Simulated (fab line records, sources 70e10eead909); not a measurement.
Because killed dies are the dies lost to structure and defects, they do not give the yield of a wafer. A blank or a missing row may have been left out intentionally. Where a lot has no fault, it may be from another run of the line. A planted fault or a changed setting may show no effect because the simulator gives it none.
A lot that was struck, set against a sound lot || flow nandHarc || 15 out of 1159 route steps
Sound: wafers L421.3, L421.5, L421.6. Struck: wafers L409.4, L409.6 (left out: L409.1, a lot-mate that was not struck); the cause follows at the end.
Per side, at each step with rows, come the tool, then ch with its chambers, and then its first start. Under that, the readings that differ: sound wafers || struck wafers || difference of the means || sigmas: that difference in standard deviations of wafers without a fault.
alike: words and numbers the same on both sides, and readings whose means are apart by under 2 such deviations; not compared: readings that were withheld, readings missing a value for some wafer, numbers with overlapping values and no deviation given by the record, and bounds like >300 which may hide the same value.
The two part at a step that has a row with sigmas, a row that says differs or no value, or rows on one side only. Numbers that have no deviation but don't overlap get no sigmas and don't part them. A reading that every wafer of one side lacks parts them only if that side has two wafers or more.

first, 4 steps without rows for these wafers: NHARC_P_M2_EBR_05; NHARC_P_M2_EXPOSE_06 (exposes mask P M2, target cd 170 nm); NHARC_P_M2_PEB_07 (peb time 65 s); NHARC_P_M2_DEVELOP_08 (develop time 35 s).
NHARC_P_M2_CD_MEAS_09 targets a cd of 170 nm.
  sound on cdSem-01 ch 0, day 11 12:17; struck on cdSem-03 ch 0, day 8 09:08
  alike: cdNm
NHARC_P_M2_OVL_MEAS_10: pitch 340 nm.
  struck on overlay-02, day 8 09:14; sound on overlay-02, day 11 12:22
  alike: overlayXNm, overlayYNm
NHARC_P_M2_INSPECT_11:
  struck on defectInspect-01, day 8 09:16; sound on defectInspect-01, day 11 12:24
  alike: rawDefectCount
NHARC_P_M2_DESCUM_14: chemistry O2, time 3 s.
  sound on rieDiel-03 ch 0,3, day 11 12:30; struck on rieDiel-03 ch 3, day 8 09:21
{"reading": "oesProductAu (a.u.)", "sound": "1.012 1.015 1.025", "struck": "1.000 0.982", "difference": -0.026, "sigmas": -3}
  alike: drypumpMotorCurrentA, rfVppV, showerheadPlenumPTorr, throttleValvePct
  not compared: rfHoursCounterH
NHARC_P_M2_ETCH_35: etches the open film in N2/H2, target depth 40 nm, overetch 12 nm, time 43.94 s.
  sound on rieDiel-03 ch 0,3, day 11 12:38; struck on rieDiel-03 ch 2, day 8 09:26
{"reading": "rfVppV (V)", "sound": "426 430 428", "struck": "436 435", "difference": "+8", "sigmas": "+2"}
{"reading": "showerheadPlenumPTorr (Torr)", "sound": "1.93 1.93 1.93", "struck": "2.21 2.21", "difference": "+0.28", "sigmas": "+3"}
  alike: drypumpMotorCurrentA, h2FlowSccm, oesProductAu, runLengthS, throttleValvePct
  not compared: rfHoursCounterH
NHARC_P_M2_ETCH_15: etches the open film in C4F8/Ar, target depth 182.5 nm, time 91.2 s.
  sound on rieDiel-03 ch 0,3, day 11 12:45; struck on rieDiel-03 ch 3
  alike: oesProductAu, rfVppV, runLengthS
  not compared: rfHoursCounterH
NHARC_P_M2_CD_MEAS_16:
  struck on cdSem-01, day 8 09:40; sound on cdSem-03, day 11 12:55
  alike: cdNm
NHARC_P_M2_STRIP_18: strips in N2/H2.
  sound on rieDiel-03 ch 0,3, day 11 13:08; struck on rieDiel-03 ch 0,2, day 8 09:47
  alike: drypumpMotorCurrentA, h2FlowSccm, oesProductAu, rfVppV, showerheadPlenumPTorr, throttleValvePct
  not compared: rfHoursCounterH
NHARC_P_M2_ETCH_28: etches the open film in CF4/N2, target depth 30 nm, time 72.99 s.
  sound on rieDiel-03 ch 0,3, day 11 13:24; struck on rieDiel-03 ch 1, day 8 10:02
{"reading": "rfVppV (V)", "sound": "312.4 310.7 313.1", "struck": "317.8 316.0", "difference": "+4.8", "sigmas": "+2"}
{"reading": "runLengthS (s)", "sound": "94.1 93.6 94.2", "struck": "69.1 69.0", "difference": -24.9, "sigmas": -69}
  alike: drypumpMotorCurrentA, oesProductAu, showerheadPlenumPTorr, throttleValvePct
  not compared: rfHoursCounterH
then, 1 step without rows for these wafers: NHARC_P_M2_STRIP_19 (strips in post etch residue remover, time 600 s).
-- record jumps: 13 days between struck wafers' starts before vs after; left off in module P_M2, resumes in module END, first step shown is number 1159 of the route --
NHARC_END_SORT_01:
  here the record holds rows for the struck wafers (prober-01 ch 0, day 21 15:18) but none for the sound ones

WHERE THEY PART
At NHARC_P_M2_DESCUM_14 first; at NHARC_END_SORT_01 last (within this record only).

WHY: what the simulator had put in
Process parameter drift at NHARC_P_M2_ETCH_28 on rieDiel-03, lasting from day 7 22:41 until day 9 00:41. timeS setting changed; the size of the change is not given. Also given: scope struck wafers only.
